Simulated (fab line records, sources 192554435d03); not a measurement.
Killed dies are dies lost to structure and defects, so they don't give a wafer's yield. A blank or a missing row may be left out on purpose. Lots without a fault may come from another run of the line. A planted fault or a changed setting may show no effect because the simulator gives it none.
fab line records | flow n5_finfet
record lots=11 wafers=31 last_day=18
route steps=1938 shown BEOL_M0@740 BEOL_M1@753 BEOL_M4@1111
lots that met no fault: from a run of the same line without faults
start_h: hours from the record's first day to the start of the lot's first wafer shown | wait_h: hours since the lot's step before | " the same as in the row above | L1.1+2: a row that stands for several wafers | - no value, or no start given | * or withheld: withheld | < > ~ a bound
route shown NAME@n: a module of which the file shows steps, and the number in the route of the first | usual: mean/standard deviation of fault-free wafers | same: alike in all rows | chamber/n: place in a boat | sites: the reading at each site | _std_site: their standard deviation | _edge_site: outer sites' mean less inner sites' | radius_mm: how far each site lies from the wafer's centre | mask NAME#n: copy n | behind: the tool/chamber that last shaped the wafer | hold: why the lot was held/for how many hours/how that ended | device: the transistor (n, p or np) that didn't switch | end of line: the same wafers' tests at the end of the route | a step without rows: its recipe alone | killed: dies lost to structure and defects at the first sort, not the wafer's yield | map: a wafer's dies, x killed, . not, _ none there
set.NAME: the setting as run; set.NAME@STEP: as run at that earlier step | model.NAME: the simulator's own value behind a step, which no gauge read
steps of the route over a sample of lots; a table a step, a row a wafer
services: from which hour (start_h, from the record's first day; less than 0 if before it) a tool's chamber was out of use, for how many hours, and why
## steps
# step N5_BEOL_M0_SPUTTER_141
# recipe material=Cu target_thk_a=40 temp_c=-20 chamber_pressure_pa=0.07 power_w=withheld time_s=7.37
# usual throttle_valve_pct=30.3/1
# columns lot.wafer tool chamber start_h wait_h throttle_valve_pct
L225.1 pvd_sputter-01 - 120.41 0.0 29.2
L225.2 " - " " 28.3
L225.3 " - " " 30.0
L226.1 pvd_sputter-02 - 125.23 0.0 29.8
L226.4 " - " " 29.4
L229.1 pvd_sputter-02 - 141.34 0.0 31.9
L229.3 " - " " 29.8
L229.4 " - " " 30.0
L231.1 pvd_sputter-01 - 150.72 0.0 28.5
L231.3 " - " " 30.1
L231.6 " - " " 28.6
L235.1 pvd_sputter-02 - 174.41 0.0 32.5
L235.3 " - " " 29.8
L235.4 " - " " 29.4
L237.1 pvd_sputter-02 - 194.45 0.0 30.0
L237.5 " - " " 32.2
L238.2 pvd_sputter-02 - 200.75 0.0 29.5
L238.5 " - " " 32.2
L238.6 " - " " 29.4
L239.1 pvd_sputter-03 - 201.34 0.0 29.6
L239.3 " - " " 31.6
L239.5 " - " " 30.6
L241.1 pvd_sputter-03 - 211.19 0.0 29.8
L241.5 " - " " 30.1
L241.6 " - " " 29.6
L247.1 pvd_sputter-02 - 250.74 0.0 29.7
L247.5 " - " " 31.9
L247.6 " - " " 29.9
L248.4 pvd_sputter-02 - 258.20 0.0 30.0
L248.5 " - " " 29.9
L248.6 " - " " 29.6
# step N5_BEOL_M1_PECVD_72
# recipe material=SiO2 target_thk_a=160 temp_c=400 precursor=TEOS/O2 pressure_torr=5.5 rf_w=450 teos_flow_sccm=53.8 gas=O2 flow_sccm=3000 time_s=18
# usual heater_power_w=701/140 rf_fwd_power_W=444.3/1.6 showerhead_plenum_p_Torr=8.79/0.067 throttle_valve_pct=22.6/1.2
# columns lot.wafer tool chamber start_h wait_h heater_power_w rf_fwd_power_W showerhead_plenum_p_Torr throttle_valve_pct
L225.1 pecvd-02 0 121.85 0.0 613 442.7 8.79 22.1
L225.2 " 2 " " 656 441.6 8.91 23.6
L225.3 " 1 " " 765 444.7 8.77 23.7
L226.1 pecvd-02 0 126.53 0.0 515 442.5 8.76 22.2
L226.4 " 1 " " 718 443.9 8.76 23.6
L229.1 pecvd-01 2 142.99 0.0 962 444.3 8.86 20.9
L229.3 " 1 " " 569 446.5 8.83 22.2
L229.4 " 1 " " 577 447.1 8.84 22.3
L231.1 pecvd-01 0 151.93 0.0 750 443.2 8.68 23.0
L231.3 " 1 " " 486 442.9 8.82 22.4
L231.6 " 2 " " 960 446.1 8.83 21.3
L235.1 pecvd-02 2 175.62 0.0 568 443.6 8.88 24.0
L235.3 " 1 " " 651 444.2 8.77 23.4
L235.4 " 1 " " 678 444.6 8.78 23.5
L237.1 pecvd-04 0 195.88 0.0 890 441.3 8.77 24.7
L237.5 " 2 " " 753 443.3 8.76 20.8
L238.2 pecvd-02 1 202.63 0.0 693 445.3 8.77 23.6
L238.5 " 1 " " 689 444.1 8.76 23.8
L238.6 " 0 " " 574 443.8 8.77 22.5
L239.1 pecvd-01 1 203.18 0.0 512 445.0 8.82 22.3
L239.3 " 2 " " 819 444.5 8.86 21.1
L239.5 " 2 " " 809 443.6 8.85 21.2
L241.1 pecvd-01 1 212.74 0.0 500 446.0 8.85 22.3
L241.5 " 1 " " 498 444.2 8.83 22.3
L241.6 " 0 " " 622 444.3 8.67 23.0
L247.1 pecvd-01 1 252.08 0.0 581 443.6 8.82 22.3
L247.5 " 0 " " 658 446.8 8.68 23.3
L247.6 " 1 " " 593 444.2 8.84 22.2
L248.4 pecvd-02 2 260.25 0.1 702 444.1 8.86 20.2
L248.5 " 1 " " 612 442.0 8.78 23.6
L248.6 " 0 " " 552 442.9 8.76 22.5
# step N5_BEOL_M1_COAT_05
# recipe resist=CAR-EUV spin_rpm=1500 resist_thk_nm=30
# usual spin_speed_rpm=1500.1/1.2
# columns lot.wafer tool chamber start_h wait_h spin_speed_rpm
L225.1 litho_track-01 0 125.57 - 1499.3
L225.2 " 0 " " 1497.2
L225.3 " 0 " " 1498.3
L226.1 litho_track-01 0 126.97 - 1499.3
L226.4 " 0 " " 1499.2
L229.1 litho_track-05 0 145.34 - 1501.0
L229.3 " 0 " " 1498.7
L229.4 " 0 " " 1500.6
L231.1 litho_track-01 0 152.93 - 1500.5
L231.3 " 0 " " 1501.3
L231.6 " 0 " " 1500.2
L235.1 litho_track-01 0 178.69 - 1501.6
L235.3 " 0 " " 1500.4
L235.4 " 0 " " 1500.1
L237.1 litho_track-01 0 199.01 - 1502.2
L237.5 " 0 " " 1500.4
L238.2 litho_track-01 0 203.56 - 1735.3
L238.5 " 0 " " 1734.3
L238.6 " 0 " " 1731.6
L239.1 litho_track-01 0 203.94 - 1733.2
L239.3 " 0 " " 1736.8
L239.5 " 0 " " 1735.1
L241.1 litho_track-05 0 216.16 - 1498.4
L241.5 " 0 " " 1501.6
L241.6 " 0 " " 1501.4
L247.1 litho_track-05 0 252.92 - 1501.5
L247.5 " 0 " " 1501.7
L247.6 " 0 " " 1500.2
L248.4 litho_track-05 0 261.02 - 1499.8
L248.5 " 0 " " 1499.2
L248.6 " 0 " " 1500.2
# step N5_BEOL_M1_OVL_MEAS_12
# recipe points_per_wafer=522
# usual M1_OVL=-0.5/0.75
# columns lot.wafer tool chamber start_h wait_h M1_OVL[nm]
L225.1 overlay-01 0 125.85 0.0 0.0
L225.2 " 0 " " -1.2
L225.3 " 0 " " -0.3
L226.1 overlay-02 0 127.25 0.0 1.3
L226.4 " 0 " " 0.6
L229.1 overlay-02 0 145.63 0.0 0.6
L229.3 " 0 " " -0.7
L229.4 " 0 " " -1.2
L231.1 overlay-01 0 153.21 0.0 -0.1
L231.3 " 0 " " -0.8
L231.6 " 0 " " -0.3
L235.1 overlay-02 0 178.98 0.0 -0.8
L235.3 " 0 " " -0.7
L235.4 " 0 " " -0.6
L237.1 overlay-01 0 199.43 0.0 -0.2
L237.5 " 0 " " -1.4
L238.2 overlay-01 0 203.97 0.0 -0.7
L238.5 " 0 " " -0.6
L238.6 " 0 " " -0.7
L239.1 overlay-01 0 204.35 0.0 -0.1
L239.3 " 0 " " -0.6
L239.5 " 0 " " 0.0
L241.1 overlay-01 0 216.44 0.0 -0.1
L241.5 " 0 " " 1.0
L241.6 " 0 " " -0.1
L247.1 overlay-02 0 253.33 0.0 -1.1
L247.5 " 0 " " -0.5
L247.6 " 0 " " 0.3
L248.4 overlay-01 0 261.32 0.0 0.3
L248.5 " 0 " " -0.3
L248.6 " 0 " " -0.5
# step N5_BEOL_M4_RC_MEAS_101
# usual DIBL_N=36.6/2.3 DIBL_P=36.3/2.8 IOFF_N=0.17/0.047 IOFF_P=0.22/0.048 ION_N=676/14 ION_P=463/9.4 SS_N=71.6/0.84 SS_P=73.4/0.85 VT_N=249/3.7 VT_P=-249/3.6
# columns lot.wafer tool chamber start_h wait_h DIBL_N[mV/V] DIBL_P[mV/V] IOFF_N[nA/um] IOFF_P[nA/um] ION_N[uA/um] ION_P[uA/um] SS_N[mV/dec] SS_P[mV/dec] VT_N[mV] VT_P[mV]
L225.1 prober-02 0 167.15 0.0 35.1 32.6 0.15 0.18 667 461 72.0 73.0 249 -249
L225.2 " 0 " " 34.6 33.7 0.13 0.18 679 470 70.9 71.8 253 -249
L225.3 " 0 " " 37.2 37.4 0.18 0.24 674 467 71.3 73.8 248 -248
L226.1 prober-01 0 179.42 0.0 36.9 36.2 0.16 0.22 660 461 71.9 73.2 249 -249
L226.4 " 0 " " 35.2 33.8 0.14 0.19 671 462 71.6 72.3 254 -254
L229.1 prober-02 0 188.09 0.0 36.2 36.8 0.14 0.19 661 457 70.4 74.2 252 -254
L229.3 " 0 " " 36.8 38.0 0.16 0.21 674 462 71.6 73.8 249 -251
L229.4 " 0 " " 40.1 39.1 0.21 0.23 681 452 71.8 74.6 246 -253
L231.1 prober-02 0 204.35 0.0 34.6 32.4 0.12 0.14 672 458 71.3 72.5 255 -256
L231.3 " 0 " " 39.8 40.0 0.20 0.24 696 465 72.4 74.5 250 -250
L231.6 " 0 " " 39.2 39.3 0.18 0.23 694 469 72.4 74.1 248 -251
L235.1 prober-01 0 228.44 0.0 36.1 36.6 0.14 0.20 670 461 70.8 73.4 250 -250
L235.3 " 0 " " 32.4 30.0 0.09 0.12 662 453 70.4 71.4 257 -257
L235.4 " 0 " " 36.0 36.9 0.15 0.21 692 468 70.9 72.8 249 -250
L237.1 prober-01 0 238.23 0.0 37.7 37.3 0.18 0.24 692 473 71.2 73.7 245 -247
L237.5 " 0 " " 38.0 38.8 0.21 0.26 684 469 71.5 73.6 243 -245
L238.2 prober-01 0 243.68 0.2 35.0 34.5 0.13 0.19 654 454 70.9 73.1 254 -252
L238.5 " 0 " " 38.1 37.2 0.17 0.21 655 447 72.1 73.7 251 -252
L238.6 " 0 " " 40.1 40.0 0.22 0.27 697 473 72.7 74.5 247 -248
L239.1 prober-02 0 245.77 0.0 37.5 38.0 0.18 0.22 675 463 72.5 73.7 247 -249
L239.3 " 0 " " 36.7 38.0 0.15 0.22 657 458 72.2 73.2 250 -250
L239.5 " 0 " " 34.2 35.2 0.12 0.18 660 461 70.7 72.0 252 -252
L241.1 prober-01 0 256.30 0.0 33.3 32.6 0.13 0.16 682 461 70.5 72.5 251 -251
L241.5 " 0 " " 34.6 34.2 0.14 0.18 661 447 70.8 72.3 251 -250
L241.6 " 0 " " 34.8 35.1 0.16 0.19 691 467 71.2 73.3 248 -247
L247.1 prober-01 0 309.81 0.0 40.5 41.1 0.25 0.29 671 459 72.9 75.4 244 -249
L247.5 " 0 " " 39.5 40.5 0.24 0.27 674 458 72.5 74.9 243 -250
L247.6 " 0 " " 38.0 36.5 0.18 0.21 674 455 72.3 74.3 248 -253
L248.4 prober-02 0 310.46 0.5 39.1 40.3 0.23 0.30 704 479 72.8 74.6 243 -245
L248.5 " 0 " " 33.5 33.6 0.14 0.18 688 474 71.2 73.0 248 -249
L248.6 " 0 " " 38.9 37.9 0.22 0.25 683 468 72.8 73.7 246 -244
## services
# columns tool chamber start_h hours kind
pvd_sputter-01 - 96.44 9.7 repair
pecvd-01 1 105.05 5.5 scheduled_down
pecvd-01 - 112.20 0.3 repair
pecvd-02 2 125.40 18.7 repair
pecvd-04 - 140.52 6.7 repair
pecvd-04 - 164.23 14.6 pm
pecvd-04 0 178.86 2.1 scheduled_down
pecvd-04 - 184.51 0.8 repair
pecvd-02 2 202.38 - clean
pecvd-02 2 202.38 - consumable_replace:showerhead
pecvd-02 2 202.38 29.0 scheduled_down
pecvd-02 2 202.38 29.0 vent_cycle
pecvd-01 0 205.06 5.5 scheduled_down
pecvd-01 - 218.10 1.0 repair
pecvd-04 - 242.28 1.9 repair
pecvd-04 - 254.34 14.9 repair
## key
first_sign step=N5_BEOL_M1_COAT_05 reading=spin_speed_rpm direction=up sigmas=99+ usual=* struck=*
effect none on later readings
met_at N5_BEOL_M1_COAT_05
struck_lots L238,L239
not_acting_at N5_BEOL_M0_SPUTTER_141,N5_BEOL_M1_PECVD_72,N5_BEOL_M1_OVL_MEAS_12
onset_between 199.01 203.56
fault kind=process_parameter_drift tool=litho_track-01 chamber=- onset_h=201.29 steps=N5_BEOL_M1_COAT_05 channel=spin_rpm offset=* shape=step end_h=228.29 acts_in=* stated=*
